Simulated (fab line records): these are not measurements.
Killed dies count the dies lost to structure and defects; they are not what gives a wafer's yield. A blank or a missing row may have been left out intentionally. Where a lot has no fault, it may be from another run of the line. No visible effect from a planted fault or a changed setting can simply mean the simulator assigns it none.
fab line records | flow nandHarc
record lots=6 wafers=18 lastDay=21
route steps=1159 shown A_SLIT@801 A_SIN_REMOVE@804 A_WL_FILL@809 A_CONTACT@840 END@1159
lots with no fault: from the same line, run without faults
startH: start of the lot's first displayed wafer, in hours after the record's first day | waitH: how many hours have passed since the lot's step before this one | " unchanged from the row above | L1.1+2: a single row standing in for several wafers | - no value, or no start was given | * or withheld: withheld | < > ~ a bound
route shown NAME@n: a module of which the file shows steps, and the number in the route of the first | usual: mean and standard deviation over wafers with no fault | same: alike in all rows | chamber/n: place in a boat | sites: the reading at each site | _std_site: standard deviation of those values | _edge_site: inner sites' mean taken away from outer sites' mean | radiusMm: how far each site lies from the wafer's centre | mask NAME#n: copy n | behind: tool/chamber where the wafer was last shaped | hold: the reason the lot was held/the length of the hold in hours/how it ended | device: the n, p or np transistor that did not switch | end of line: the route-end tests of the same wafers | for a step that has no rows: nothing shown but its recipe | killed: at the first sort, the dies lost to defects and structure; wafer yield is something else | map: a wafer's dies, x killed, . not, _ none there
set.NAME: the setting the step ran with; set.NAME@STEP: the setting that earlier step ran with | model.NAME: the simulator's own value behind a step, which no gauge read
lots seen at some steps along the route; tables by step, rows by wafer
services: a tool's chamber out of use, with start hour (startH, from the record's first day; less than 0 if before it), hours out, and reason
## steps
# step NHARC_A_SLIT_PRECLEAN_19
# recipe timeS=* tempC=50 bathAgeMin=0 chemistry=SC1
# step NHARC_A_SLIT_SRD_20
# step NHARC_A_SLIT_CD_MEAS_21
# usual cdNm=289.4/1.3
# columns lot.wafer tool chamber startH waitH cdNm
L456.2 cdSem-03 - 349.29 - 291.6
L456.4 " - " " 288.4
L456.6 " - " " 291.4
L461.4 cdSem-02 - 369.31 - 289.4
L461.5 " - " " 289.6
L461.6 " - " " 288.8
L460.1 cdSem-02 - 370.21 - 289.6
L460.4 " - " " 290.0
L460.6 " - " " 288.7
L463.3 cdSem-01 - 378.62 - 288.9
L463.4 " - " " 288.2
L463.5 " - " " 289.0
L459.1 cdSem-03 - 379.18 - 287.6
L459.4 " - " " 287.8
L459.6 " - " " 289.6
L462.4 cdSem-03 - 383.35 - 289.6
L462.5 " - " " 290.7
L462.6 " - " " 290.5
# step NHARC_A_SIN_REMOVE_WET_00
# recipe tempC=160 timeS=15300 chemistry=H3PO4
# step NHARC_A_SIN_REMOVE_PRECLEAN_01
# recipe timeS=* tempC=50 bathAgeMin=0 chemistry=SC1
# step NHARC_A_SIN_REMOVE_SRD_02
# step NHARC_A_SIN_REMOVE_INSPECT_04
# usual rawDefectCount=311/75
# columns lot.wafer tool chamber startH waitH rawDefectCount
L456.2 defectInspect-01 - 357.10 0.0 216
L456.4 " - " " 208
L456.6 " - " " 236
L461.4 defectInspect-01 - 377.14 0.0 211
L461.5 " - " " 262
L461.6 " - " " 378
L460.1 defectInspect-02 - 377.18 0.0 484
L460.4 " - " " 253
L460.6 " - " " 356
L459.1 defectInspect-01 - 386.31 0.0 318
L459.4 " - " " 340
L459.6 " - " " 209
L463.3 defectInspect-02 - 386.31 0.0 509
L463.4 " - " " 340
L463.5 " - " " 320
L462.4 defectInspect-01 - 391.06 0.0 225
L462.5 " - " " 216
L462.6 " - " " 410
# step NHARC_A_WL_FILL_ALD_00
# recipe targetThkA=30 pulseTimeS=3 aldCycles=30 tempC=300 material=Al2O3
# usual heaterPowerW=474/38 precursorPulseHeightRel=1.002/0.023
# columns lot.wafer tool chamber startH waitH heaterPowerW precursorPulseHeightRel sinceWetCleanH
L456.4 aldHk-03 1 357.19 0.1 451 1.013 25
L456.2 " 3 " " 526 1.015 25
L456.6 " 0 " " 503 0.986 -
L461.4 aldHk-02 3 377.32 0.2 489 0.980 87
L461.6 " 2 " " 513 1.000 -
L461.5 " 3 " " 492 1.035 -
L460.1 aldHk-02 2 377.51 0.3 501 0.951 87
L460.4 " 3 " " 495 0.993 87
L460.6 " 1 " " 455 0.979 -
L463.4 aldHk-02 0 386.38 0.1 419 0.968 96
L463.3 " 3 " " 491 1.039 96
L463.5 " 0 " " 419 0.990 -
L459.4 aldHk-03 2 386.40 0.1 481 0.946 54
L459.1 " 0 " " 506 1.004 54
L459.6 " 1 " " 447 0.997 -
L462.4 aldHk-04 1 391.15 0.1 415 0.978 17
L462.5 " 0 " " 423 0.987 -
L462.6 " 1 " " 414 0.980 -
# step NHARC_A_WL_FILL_RTA_01
# recipe tempC=1000 timeS=5
# step NHARC_A_WL_FILL_ALD_02
# recipe targetThkA=20 pulseTimeS=3 aldCycles=100 tempC=450 material=TiN
# usual heaterPowerW=1088/95 precursorPulseHeightRel=1.002/0.021
# columns lot.wafer tool chamber startH waitH heaterPowerW precursorPulseHeightRel sinceWetCleanH
L456.2 aldMetal-01 0 357.64 0.2 1111 0.990 68
L456.4 " 3 " " 1235 0.984 68
L456.6 " 0 " " 1122 0.982 -
L461.4 aldMetal-02 1 377.86 0.2 988 1.009 4
L461.6 " 3 " " 1037 1.003 -
L461.5 " 0 " " 1017 0.974 -
L460.4 aldMetal-03 3 377.97 0.1 1048 0.999 46
L460.1 " 0 " " 988 1.034 46
L460.6 " 2 " " 1327 1.006 -
L459.4 aldMetal-03 3 386.85 0.1 1067 1.019 55
L459.1 " 1 " " 1078 1.001 55
L459.6 " 0 " " 1030 0.960 -
L463.3 aldMetal-01 3 387.02 0.1 1258 1.003 97
L463.4 " 2 " " 1057 1.025 97
L463.5 " 3 " " 1260 1.009 -
L462.4 aldMetal-03 1 391.80 0.2 1084 1.027 60
L462.5 " 2 " " 1334 1.034 -
L462.6 " 3 " " 1074 0.994 -
# step NHARC_A_WL_FILL_CVD_03
# recipe targetThkA=400 tempC=300 pressureTorr=40 wf6FlowSccm=40 h2FlowSccm=1600 arFlowSccm=1560 timeS=3302 material=W
# usual heaterPowerW=508/42 mfcWf6Sccm=39.99/0.13 throttleValvePct=8.27/0.3
# columns lot.wafer tool chamber startH waitH heaterPowerW mfcWf6Sccm sinceWetCleanH throttleValvePct
L456.2 cvdW-01 0 359.00 1.0 454 39.99 51 8.33
L456.4 " 0 " " 459 40.10 - 8.16
L456.6 " 0 " " 460 40.02 - 7.95
L460.1 cvdW-02 1 379.32 1.0 539 40.04 156 8.41
L460.4 " 0 " " 479 39.72 - 8.80
L460.6 " 0 " " 476 39.77 - 8.54
L461.4 cvdW-01 0 379.64 1.5 440 39.89 - 8.36
L461.6 " 1 " " 560 39.92 - 8.11
L461.5 " 0 " " 456 40.14 - 8.30
L459.1 cvdW-01 0 390.66 3.4 455 39.96 82 8.32
L459.4 " 0 " " 463 39.87 - 8.30
L459.6 " 0 " " 462 40.01 - 7.86
L463.4 cvdW-02 0 392.01 4.6 481 40.07 - 8.46
L463.3 " 1 " " 538 40.01 - 8.39
L463.5 " 1 " " 542 40.14 - 8.15
L462.4 cvdW-01 0 396.05 4.0 458 39.96 - 8.15
L462.5 " 1 " " 551 39.99 - 7.54
L462.6 " 0 " " 462 40.09 - 8.42
# step NHARC_A_WL_FILL_ETCHBACK_04
# recipe targetDepthA=600 timeS=120 chemistry=NF3
# step NHARC_A_WL_FILL_ETCHBACK_05
# recipe targetDepthA=220 timeS=60 tempC=40 chemistry=Cl2/BCl3
# step NHARC_A_WL_FILL_STRIP_27
# recipe powerW=1500 tempC=250 timeS=20 chemistry=N2/H2
# usual drypumpMotorCurrentA=5.7/0.31 heaterPowerW=322/27
# columns lot.wafer tool chamber startH waitH drypumpMotorCurrentA heaterPowerW rfHoursCounterH
L456.2 plasmaAsher-01 0 362.46 0.3 5.5 274 23
L456.4 " 1 " " 5.8 354 -
L456.6 " 1 " " 5.7 355 -
L461.4 plasmaAsher-02 1 381.97 0.2 6.1 320 -
L461.6 " 0 " " 5.3 344 -
L461.5 " 1 " " 6.1 312 -
L460.1 plasmaAsher-01 0 382.52 0.1 5.5 287 33
L460.4 " 1 " " 5.7 342 -
L460.6 " 1 " " 5.7 351 -
L459.1 plasmaAsher-02 1 394.34 0.1 6.1 318 8
L459.4 " 0 " " 5.3 334 -
L459.6 " 0 " " 5.3 338 -
L463.4 plasmaAsher-01 1 394.81 0.1 5.7 360 -
L463.3 " 0 " " 5.5 280 -
L463.5 " 1 " " 5.7 354 -
L462.4 plasmaAsher-01 1 398.40 0.1 5.7 361 -
L462.5 " 1 " " 5.7 352 -
L462.6 " 0 " " 5.5 282 -
# step NHARC_A_WL_FILL_STRIP_28
# recipe timeS=1200 tempC=72.5 chemistry=postEtchResidueRemover
# step NHARC_A_WL_FILL_PRECLEAN_06
# recipe timeS=300 chemistry=DIW
# step NHARC_A_WL_FILL_SRD_07
# step NHARC_A_WL_FILL_ANNEAL_08
# recipe tempC=450 timeS=1800
# step NHARC_A_WL_FILL_ALD_10
# recipe targetThkA=500 pulseTimeS=10 aldCycles=500 tempC=300 material=SiO2
# step NHARC_A_WL_FILL_ETCHBACK_16
# recipe targetDepthA=880 timeS=17.6 c4f8FlowSccm=withheld o2FlowSccm=8 arFlowSccm=withheld rfW=600 biasW=800 chemistry=C4F8/O2/Ar
# step NHARC_A_WL_FILL_STRIP_29
# recipe timeS=20 o2FlowSccm=500 arFlowSccm=0 biasW=0 chemistry=O2
# step NHARC_A_WL_FILL_ETCHBACK_17
# recipe targetDepthA=40 timeS=26.7 chemistry=Cl2/BCl3
# step NHARC_A_WL_FILL_PRECLEAN_18
# recipe timeS=30 chemistry=dHF
# step NHARC_A_WL_FILL_SRD_21
# step NHARC_A_WL_FILL_CVD_23
# recipe targetThkA=400 tempC=620 pressureMtorr=200 timeS=800 material=poly-Si
# step NHARC_A_WL_FILL_ETCHBACK_26
# recipe targetDepthA=520 timeS=13.3 hbrFlowSccm=150 rfW=350 icpW=350 biasW=60 chemistry=HBr
# step NHARC_A_WL_FILL_PRECLEAN_30
# recipe timeS=10 chemistry=dHF
# step NHARC_A_WL_FILL_SRD_14
# step NHARC_A_WL_FILL_ALD_19
# recipe targetThkA=20 pulseTimeS=3 aldCycles=100 tempC=450 material=TiN
# step NHARC_A_WL_FILL_CVD_20
# recipe targetThkA=750 tempC=300 pressureTorr=40 wf6FlowSccm=40 h2FlowSccm=1600 arFlowSccm=1560 timeS=5064 material=W
# step NHARC_A_WL_FILL_CMP_12
# recipe tOverpolishS=30 targetThkNm=75
# usual motorCurrentA=11.5/1.3 overpolishRunS=29.998/0.0089 padLifeWafers=268/150 timeToEndpointS=16/3.6
# columns lot.wafer tool chamber startH waitH motorCurrentA overpolishRunS padLifeWafers timeToEndpointS
L456.2 cmp-04 2 386.14 3.6 10.3 29.993 451 23
L456.4 " 0 " " 11.9 30.013 453 12
L456.6 " 1 " " 11.0 29.993 - 16
L461.4 cmp-01 0 403.21 3.0 13.5 29.980 139 20
L461.5 " 3 " " 11.1 30.018 - 23
L461.6 " 0 " " 14.0 29.993 - 16
L460.4 cmp-03 0 409.62 2.1 12.2 29.999 258 15
L460.1 " 3 " " 10.6 30.015 261 11
L460.6 " 0 " " 12.9 30.001 - 15
L459.4 cmp-01 2 417.43 3.0 14.7 30.004 212 14
L459.1 " 3 " " 11.5 30.001 213 19
L459.6 " 1 " " 10.4 30.008 - 13
L463.4 cmp-04 2 420.17 2.9 10.5 30.000 110 21
L463.3 " 3 " " 10.9 30.001 111 17
L463.5 " 1 " " 11.2 29.998 - 14
L462.4 cmp-01 2 422.03 2.9 15.3 29.988 247 17
L462.5 " 1 " " 9.8 29.990 - 16
L462.6 " 2 " " 14.1 29.983 - 21
# step NHARC_A_WL_FILL_SRD_31
# step NHARC_A_WL_FILL_INSPECT_15
# usual rawDefectCount=405/120
# columns lot.wafer tool chamber startH waitH rawDefectCount
L456.2 defectInspect-02 - 386.62 0.0 218
L456.4 " - " " 284
L456.6 " - " " 334
L461.4 defectInspect-01 - 403.65 0.0 327
L461.5 " - " " 295
L461.6 " - " " 239
L460.1 defectInspect-01 - 410.11 0.0 309
L460.4 " - " " 242
L460.6 " - " " 221
L459.1 defectInspect-02 - 417.84 0.0 355
L459.4 " - " " 252
L459.6 " - " " 418
L463.3 defectInspect-02 - 420.58 0.0 437
L463.4 " - " " 491
L463.5 " - " " 309
L462.4 defectInspect-01 - 422.50 0.0 308
L462.5 " - " " 286
L462.6 " - " " 304
# step NHARC_A_CONTACT_DEP_24
# recipe targetThkA=5000 tempC=400 pressureTorr=6.5 rfW=900 teosFlowSccm=161.4 flowSccm=2650 targetThkNm=500 gas=O2 material=SiO2
# step NHARC_A_CONTACT_DEP_28
# recipe targetThkA=36000 tempC=400 material=aC
# usual throttleValvePct=34.999/0.0098
# columns lot.wafer tool chamber startH waitH throttleValvePct
L456.2 aclDep-03 0 387.85 0.4 34.980
L456.4 " 0 " " 34.985
L456.6 " 0 " " 34.998
L461.4 aclDep-02 0 405.84 1.6 34.994
L461.5 " 0 " " 35.010
L461.6 " 0 " " 35.013
L460.1 aclDep-01 0 411.32 0.6 35.009
L460.4 " 0 412.43 1.7 35.004
L460.6 " 0 " " 35.014
L463.3 aclDep-01 0 422.16 1.0 34.997
L463.4 " 0 " " 34.996
L463.5 " 0 " " 35.012
L462.5 aclDep-01 0 425.10 2.0 35.007
# step NHARC_END_SORT_01
# recipe tempC=25
# usual killedAtArray=27/10 killedAtOther=0.6/0.83 killedAtPeriphery=2.4/1.8 killedDies=30/10 killedOpen=3.3/1.7 killedShort=1.8/1.4
# same grossDies=677
# columns lot.wafer tool chamber startH waitH killedAtArray killedAtOther killedAtPeriphery killedDies killedOpen killedShort
L456.2 prober-02 0 463.13 2.8 23 0 0 23 4 2
L456.4 prober-02 0 464.72 3.4 12 0 1 13 0 0
L456.6 prober-02 0 466.31 4.0 23 0 3 26 5 0
L461.4 prober-01 0 482.43 3.4 36 0 0 36 2 1
L461.5 prober-01 0 483.22 3.7 30 0 4 34 2 2
L461.6 prober-01 0 484.01 4.0 33 0 4 37 1 1
L463.3 prober-01 0 491.42 3.1 23 0 1 24 4 1
L463.4 prober-01 0 492.22 3.4 18 1 2 21 1 0
L463.5 prober-01 0 493.02 3.7 20 1 2 23 3 1
L459.1 prober-02 0 493.45 2.5 633 1 4 638 5 3
L459.4 prober-02 0 495.86 3.4 667 2 3 672 2 2
L459.6 prober-02 0 497.46 4.0 671 2 4 677 2 2
L462.4 prober-02 0 503.71 3.4 654 0 1 655 0 1
L462.5 prober-02 0 504.52 3.7 27 1 4 32 8 1
L462.6 prober-02 0 505.32 4.0 633 0 1 634 3 0
# killed by level:class
L456.2 A_SLIT:chamberFilmFlake=11 A_CONTACT:chamberFilmFlake=3 A_CHANNEL_FILL_D1:geometricParticle:open=2 A_CONTACT:geometricParticle:open=2 A_STAIRCASE:chamberFilmFlake=2 A_SOURCE_PLATE:geometricParticle:short=1 A_CONTACT:geometricParticle:short=1 A_CHANNEL_HOLE_D1:chamberFilmFlake=1
L456.4 A_SLIT:chamberFilmFlake=6 A_STAIRCASE:chamberFilmFlake=2 A_CONTACT:chamberFilmFlake=2 P_M2:chamberFilmFlake=1 A_ZERO_WELL:chamberFilmFlake=1 A_CHANNEL_FILL_D1:chamberFilmFlake=1
L456.6 A_SLIT:chamberFilmFlake=10 A_STAIRCASE:chamberFilmFlake=5 A_CHANNEL_HOLE_D1:chamberFilmFlake=3 A_WL_FILL:geometricParticle:open=2 P_STI:chamberFilmFlake=2 P_BONDPAD:geometricParticle:open=1 A_CONTACT:geometricParticle:open=1 A_BLC:geometricParticle:open=1
L461.4 A_CHANNEL_HOLE_D1:chamberFilmFlake=17 A_SLIT:chamberFilmFlake=12 A_STAIRCASE:chamberFilmFlake=2 A_SGD_CUT:geometricParticle:open=1 A_M0:geometricParticle:short=1 A_M0:geometricParticle:open=1 A_ZERO_WELL:chamberFilmFlake=1 A_CONTACT:chamberFilmFlake=1
L461.5 A_CHANNEL_HOLE_D1:chamberFilmFlake=13 A_SLIT:chamberFilmFlake=12 A_STAIRCASE:chamberFilmFlake=2 P_CONTACT:geometricParticle:open=1 P_M0:geometricParticle:open=1 A_CHANNEL_HOLE_D1:geometricParticle:short=1 A_M0:geometricParticle:short=1 P_M1:chamberFilmFlake=1
L461.6 A_CHANNEL_HOLE_D1:chamberFilmFlake=17 A_SLIT:chamberFilmFlake=6 A_STAIRCASE:chamberFilmFlake=4 A_CHANNEL_FILL_D1:chamberFilmFlake=3 A_CONTACT:geometricParticle:open=1 A_BLC:geometricParticle:short=1 P_ZERO_WELL:chamberFilmFlake=1 P_STI:chamberFilmFlake=1
L463.3 A_SLIT:chamberFilmFlake=11 A_CHANNEL_HOLE_D1:chamberFilmFlake=4 A_STAIRCASE:chamberFilmFlake=3 A_CONTACT:geometricParticle:open=2 P_M1:geometricParticle:open=1 A_CHANNEL_HOLE_D1:geometricParticle:open=1 A_CHANNEL_FILL_D1:geometricParticle:short=1 A_CONTACT:chamberFilmFlake=1
L463.4 A_SLIT:chamberFilmFlake=13 A_CHANNEL_HOLE_D1:chamberFilmFlake=2 A_CONTACT:chamberFilmFlake=2 A_CHANNEL_FILL_D1:geometricParticle:open=1 P_GATE:chamberFilmFlake=1 P_M0:chamberFilmFlake=1 HYBRID_BOND:latent=1
L463.5 A_SLIT:chamberFilmFlake=13 A_CHANNEL_HOLE_D1:chamberFilmFlake=2 A_STAIRCASE:chamberFilmFlake=2 P_GATE:geometricParticle:open=1 P_M0:geometricParticle:short=1 A_SGD_CUT:geometricParticle:open=1 A_CONTACT:geometricParticle:open=1 A_CONTACT:chamberFilmFlake=1
L459.1 A_WL_FILL:areaCvd=617 A_CHANNEL_HOLE_D1:chamberFilmFlake=4 A_CONTACT:geometricParticle:open=3 A_STAIRCASE:chamberFilmFlake=3 P_M0:geometricParticle:open=2 A_SOURCE_PLATE:geometricParticle:short=2 A_SLIT:chamberFilmFlake=2 A_CHANNEL_HOLE_D1:geometricParticle:short=1
L459.4 A_WL_FILL:areaCvd=650 A_CHANNEL_HOLE_D1:chamberFilmFlake=8 A_STAIRCASE:chamberFilmFlake=3 A_CONTACT:chamberFilmFlake=2 THIN_TSV:chamberFilmFlake=2 P_M2:geometricParticle:open=1 A_CHANNEL_FILL_D1:geometricParticle:short=1 A_CONTACT:geometricParticle:short=1
L459.6 A_WL_FILL:areaCvd=662 A_STAIRCASE:chamberFilmFlake=3 P_GATE:chamberFilmFlake=2 A_CHANNEL_HOLE_D1:chamberFilmFlake=2 THIN_TSV:chamberFilmFlake=2 P_M0:geometricParticle:open=1 A_CHANNEL_FILL_D1:geometricParticle:short=1 A_WL_FILL:geometricParticle:short=1
L462.4 A_WL_FILL:areaCvd=625 A_CHANNEL_HOLE_D1:chamberFilmFlake=15 A_CONTACT:chamberFilmFlake=6 A_STAIRCASE:chamberFilmFlake=4 A_WL_FILL:chamberFilmFlake=4 P_GATE:geometricParticle:short=1
L462.5 A_CHANNEL_HOLE_D1:chamberFilmFlake=18 P_M0:geometricParticle:open=2 A_CONTACT:geometricParticle:open=2 A_CONTACT:chamberFilmFlake=2 P_CONTACT:geometricParticle:open=1 P_M1:geometricParticle:open=1 A_CHANNEL_FILL_D1:geometricParticle:open=1 A_CHANNEL_FILL_D1:geometricParticle:short=1
L462.6 A_WL_FILL:areaCvd=609 A_CHANNEL_HOLE_D1:chamberFilmFlake=13 A_CONTACT:chamberFilmFlake=5 A_WL_FILL:chamberFilmFlake=2 P_M0:geometricParticle:open=1 A_ONON_D1:geometricParticle:open=1 A_WL_FILL:geometricParticle:open=1 A_ZERO_WELL:chamberFilmFlake=1
# map L459.6 (x killed, . not)
____________x____________
_________xxxxxxx_________
_______xxxxxxxxxxx_______
______xxxxxxxxxxxxx______
_____xxxxxxxxxxxxxxx_____
____xxxxxxxxxxxxxxxxx____
____xxxxxxxxxxxxxxxxx____
___xxxxxxxxxxxxxxxxxxx___
___xxxxxxxxxxxxxxxxxxx___
__xxxxxxxxxxxxxxxxxxxxx__
__xxxxxxxxxxxxxxxxxxxxx__
_xxxxxxxxxxxxxxxxxxxxxxx_
_xxxxxxxxxxxxxxxxxxxxxxx_
_xxxxxxxxxxxxxxxxxxxxxxx_
_xxxxxxxxxxxxxxxxxxxxxxx_
_xxxxxxxxxxxxxxxxxxxxxxx_
xxxxxxxxxxxxxxxxxxxxxxxxx
xxxxxxxxxxxxxxxxxxxxxxxxx
xxxxxxxxxxxxxxxxxxxxxxxxx
xxxxxxxxxxxxxxxxxxxxxxxxx
xxxxxxxxxxxxxxxxxxxxxxxxx
_xxxxxxxxxxxxxxxxxxxxxxx_
_xxxxxxxxxxxxxxxxxxxxxxx_
_xxxxxxxxxxxxxxxxxxxxxxx_
_xxxxxxxxxxxxxxxxxxxxxxx_
_xxxxxxxxxxxxxxxxxxxxxxx_
__xxxxxxxxxxxxxxxxxxxxx__
__xxxxxxxxxxxxxxxxxxxxx__
___xxxxxxxxxxxxxxxxxxx___
___xxxxxxxxxxxxxxxxxxx___
____xxxxxxxxxxxxxxxxx____
____xxxxxxxxxxxxxxxxx____
_____xxxxxxxxxxxxxxx_____
______xxxxxxxxxxxxx______
_______xxxxxxxxxxx_______
_________xxxxxxx_________
____________x____________
# map L462.4 (x killed, . not)
____________x____________
_________xxxxxxx_________
_______xxxxxxxxxxx_______
______xxxxxxxxxxxxx______
_____xxxxxxxxxxxxxxx_____
____xxxxxxxxxxxxxxxxx____
____xxxxxxxxxxxxxxxxx____
___xxxxxxxxxxxxxxxxxxx___
___xxxxxxxxxxxxxxxxxxx___
__xxxxxxxxxxxxxxxxxxxxx__
__xxxxxxxxxxxxxxxxxxxxx__
_xxxxxxxxxxxxxxxxxxxxxxx_
_xxxxxxxxxxxxxxxxxxxxxxx_
_xxxxxxxxxxxxxxxxxxxxxxx_
_xxxxxxxxx..xxxxxxxxxxxx_
_xxxxxxxxxxx.xxxxxxxxxxx_
xxxxxxxxx..x..xxxxxxxxxxx
xxxxxxxxxxxx.xxxxxxxxxxxx
xxxxxxxx......xxxxxxxxxxx
xxxxxxxxxx.xxxxxxxxxxxxxx
xxxxxxxxxx..x.xxxxxxxxxxx
_xxxxxxxxx..xxxxxxxxxxxx_
_xxxxxxxxxxxx.xxxxxxxxxx_
_xxxxxxxxxxxxxxxxxxxxxxx_
_xxxxxxxxx.xxxxxxxxxxxxx_
_xxxxxxxxxxxxxxxxxxxxxxx_
__xxxxxxxxxxxxxxxxxxxxx__
__xxxxxxxxxxxxxxxxxxxxx__
___xxxxxxxxxxxxxxxxxxx___
___xxxxxxxxxxxxxxxxxxx___
____xxxxxxxxxxxxxxxxx____
____xxxxxxxxxxxxxxxxx____
_____xxxxxxxxxxxxxxx_____
______xxxxxxxxxxxxx______
_______xxxxxxxxxxx_______
_________xxxxxxx_________
____________x____________
## services
# columns tool chamber startH hours kind
plasmaAsher-02 - 342.55 0.5 repair
aclDep-02 - 350.13 13.0 pm
cmp-03 - 352.00 4.0 pm
aldMetal-02 3 354.36 3.1 repair
cmp-04 - 355.60 0.5 repair
cmp-01 - 359.03 1.4 repair
cmp-03 - 359.15 3.9 repair
plasmaAsher-02 - 360.00 9.0 pm
plasmaAsher-02 0 360.00 9.0 ventCycle
plasmaAsher-02 1 360.00 9.0 ventCycle
aldMetal-02 - 364.00 10.0 pm
aldMetal-01 0 366.48 1.9 repair
aldHk-04 - 372.47 2.4 repair
cmp-03 - 373.84 0.7 repair
cmp-01 - 375.66 4.0 pm
cmp-01 - 379.66 - consumableReplace:conditioner
cmp-01 - 379.66 - consumableReplace:pad
cmp-01 - 389.09 2.3 repair
cvdW-02 - 393.90 13.0 pm
cmp-04 - 399.21 4.0 pm
cmp-03 - 401.42 2.5 repair
cmp-01 - 404.48 0.6 repair
aclDep-03 - 406.43 13.0 pm
aldMetal-02 - 411.28 1.6 repair
## key
firstSign step=NHARC_END_SORT_01 reading=killedAtArray direction=up sigmas=61 usual=27 struck=652
effect step=NHARC_END_SORT_01 reading=killedDies direction=up sigmas=61 usual=30 struck=655
moreKillsBornAt NHARC_A_WL_FILL_CVD_03@cvdW-01=3163
metAt NHARC_A_WL_FILL_CVD_03
struckWafers L459.1,L459.4,L459.6,L462.4,L462.6
laterRowsLeftOut L459.1,L459.4,L459.6,L462.4,L462.6
testerLeftOut L459,L462
onsetBetween 379.64 390.66
fault kind=processParameterDrift tool=cvdW-01 chamber=0 onsetH=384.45 steps=NHARC_A_WL_FILL_CVD_03 channel=targetThkA offset=* shape=step endH=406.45 actsIn=* stated=*
# testerLeftOut: of these lots the tester's yield and bins aren't shown, on N5 and GAA mostly nor the transistor test; their killed dies are dies lost to structure and defects alone, not to doping, threshold or leakage, so they don't give the yield
# laterRowsLeftOut: the simulator's readings of these wafers behind a module that went badly wrong aren't trusted and aren't shown, but for the sort
